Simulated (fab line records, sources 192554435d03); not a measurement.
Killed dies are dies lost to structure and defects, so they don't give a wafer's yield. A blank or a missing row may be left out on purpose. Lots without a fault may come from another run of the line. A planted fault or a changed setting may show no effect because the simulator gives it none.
A struck lot beside a sound one | flow n5_finfet | 42 steps out of a route of 1938
Sound: wafers L539.3, L539.4, L539.6. Struck: wafer L542.3. (L542.2, L542.6 of the same lot were not struck and are left out.) The cause comes at the end.
At each step with rows: each side's tool, then ch and its chambers, then its first start. Under that, the readings that differ: sound wafers | struck wafers | difference of the means | sigmas: that difference in standard deviations of wafers without a fault.
alike: readings whose means differ by less than 2 such deviations, and words and numbers that are the same on both sides. not compared: withheld readings, readings that some wafer has no value for, bounds like >300 that may hide the same value, and numbers for which the record gives no deviation and whose values overlap.
The two part at a step that has a row with sigmas, a row that says differs or no value, or rows on one side only. Numbers that don't overlap but have no deviation are shown without sigmas and don't part them. A reading that every wafer of one side lacks parts them only if that side has two wafers or more.

N5_BEOL_M11_INSPECT_30: inspects for defects (brightfield).
  sound on defect_inspect-02, day 10 19:52; struck on defect_inspect-01, day 11 23:04
  alike: raw_defect_count
N5_BEOL_M11_DESCUM_33: chemistry O2, time 7.9 s.
  sound on rie_diel-04 ch 1,3, day 10 20:13; struck on rie_diel-01 ch 3, day 11 23:05
  alike: drypump_motor_current_A, o2_flow_sccm, oes_product_au, rf_vpp_V, showerhead_plenum_p_Torr, temp_c, throttle_valve_pct
  not compared: rf_hours_counter_h
then, 3 steps without rows for these wafers: N5_BEOL_M11_ETCH_65 (etches SiARC in CF4, target depth 39 nm, time 65 s); N5_BEOL_M11_ETCH_66 (etches SOC in N2/H2, target depth 120 nm, overetch 24 nm, time 180 s); N5_BEOL_M11_STRIP_69 (strips in N2/H2).
N5_BEOL_M11_VIA_ETCH_34: etches SiCOH lowk in C4F6/O2, target depth 184.5 nm, time 69.2 s.
  sound on rie_diel-04 ch 1,3, day 10 20:26; struck on rie_diel-01 ch 3, day 11 23:18
  alike: drypump_motor_current_A, oes_product_au, rf_vpp_V, showerhead_plenum_p_Torr, throttle_valve_pct
  not compared: rf_hours_counter_h
then, 5 steps without rows for these wafers: N5_BEOL_M11_STRIP_73 (strips in C4F6/O2); N5_BEOL_M11_STRIP_36 (strips in N2/H2); N5_BEOL_M11_TRENCH_ETCH_37 (etches SiCOH lowk in C4F6/O2, target depth 148.83 nm, time 48 s); N5_BEOL_M11_ETCH_41 (etches SiCN in CH3F/O2, target depth 42.6 nm, time 86 s); N5_BEOL_M11_STRIP_77 (strips in N2/H2, time 10 s).
N5_BEOL_M11_OCD_MEAS_38:
  sound on ocd-02, day 10 20:43; struck on ocd-02, day 11 23:35
  alike: trench_depth_nm
N5_BEOL_M11_HM_STRIP_39: strips TiN in peroxide tin strip, target depth 25 nm, time 158 s.
  sound on wet_bench-02 ch 3,4,7, day 10 20:44; struck on wet_bench-03 ch 2, day 11 23:37
  alike: bath_heat_duty_pct, temp_c
then, 3 steps without rows for these wafers: N5_BEOL_M11_SRD_40 (time 30 s); N5_BEOL_M11_PRECLEAN_42 (cleans in residue remover, time 60 s); N5_BEOL_M11_SRD_43 (time 30 s).
N5_BEOL_M11_CD_MEAS_35: target cd 70 nm.
  sound on cd_sem-01, day 10 20:52; struck on cd_sem-02, day 11 23:44
  alike: cd_nm
N5_BEOL_M11_CURE_72: cures SiCOH lowk, time 120 s.
  sound on uv_cure-01 ch 1, day 10 21:18; struck on uv_cure-02 ch 1, day 11 23:50
  alike: lamp_power_pct, wafer_temp_C_max
then, 3 steps without rows for these wafers: N5_BEOL_M11_DEGAS_44 (time 60 s); N5_BEOL_M11_PRE_CLEAN_45 (time 30 s); N5_BEOL_M11_ALD_74 (deposits TaN, target thk 2 nm, pulse time 2 s, purge time 3 s).
N5_BEOL_M11_SURFACE_TREAT_76:
  sound on pvd_sputter-03, day 10 22:13; struck on pvd_sputter-02, day 12 01:22
  not compared: throttle_valve_pct
then, 1 step without rows for these wafers: N5_BEOL_M11_CVD_75 (deposits Co from CCTBA/H2, target thk 2 nm, time 138.9 s).
N5_BEOL_M11_SPUTTER_48: material Cu, target thk 12 nm, time 2 s.
  sound on pvd_sputter-03, day 10 22:57; struck on pvd_sputter-02, day 12 01:50
  alike: chamber_pressure_pa, substrate_temp_c, throttle_valve_pct
then, 3 steps without rows for these wafers: N5_BEOL_M11_ECD_50 (material Cu, target thk 318 nm); N5_BEOL_M11_ANNEAL_51 (time 90 s); N5_BEOL_M11_CMP_52 (polishes, stops on SiCOH lowk, t overpolish 7 s, target thk 140 nm).
N5_BEOL_M11_THK_MEAS_53: measures by xrf.
  sound on film_metro-02, day 11 00:02; struck on film_metro-02, day 12 02:40
  alike: M11_THK
then, 2 steps without rows for these wafers: N5_BEOL_M11_PRE_CLEAN_55 (time 15 s); N5_BEOL_M11_DEP_56 (deposits SiCN from 3MS/NH3, target thk 30 nm, time 10.5 s).
N5_BEOL_M11_RS_MEAS_57: measures by four-point-probe.
  sound on film_metro-02, day 11 00:10; struck on film_metro-02, day 12 02:47
  alike: M11_RS
then, 1 step without rows for these wafers: N5_BEOL_M12_ILD_DEP_00 (deposits SiOC from DEMS/O2, target thk 658.92 nm, time 130.7 s).
N5_BEOL_M12_THK_MEAS_01:
  sound on film_metro-01, day 11 00:21; struck on film_metro-02, day 12 02:59
  alike: M12_ILD_THK
then, 8 steps without rows for these wafers: N5_BEOL_M12_COAT_58 (time 60 s, resist thk 89 nm); N5_BEOL_M12_COAT_04 (resist thk 400 nm); N5_BEOL_M12_EBR_06; N5_BEOL_M12_SOFTBAKE_05 (time 60 s); N5_BEOL_M12_EXPOSE_07 (exposes mask V11); N5_BEOL_M12_PEB_08 (peb time 90 s); N5_BEOL_M12_DEVELOP_09 (develop time 45 s); N5_BEOL_M12_HARDBAKE_14 (time 120 s).
N5_PASSIVATION_PROBE_49:
  the record has rows for the struck wafers here (prober-02, day 13 21:58) and none for the sound ones

WHERE THEY PART
Only at N5_PASSIVATION_PROBE_49, within this record.

WHY: what the simulator had put in
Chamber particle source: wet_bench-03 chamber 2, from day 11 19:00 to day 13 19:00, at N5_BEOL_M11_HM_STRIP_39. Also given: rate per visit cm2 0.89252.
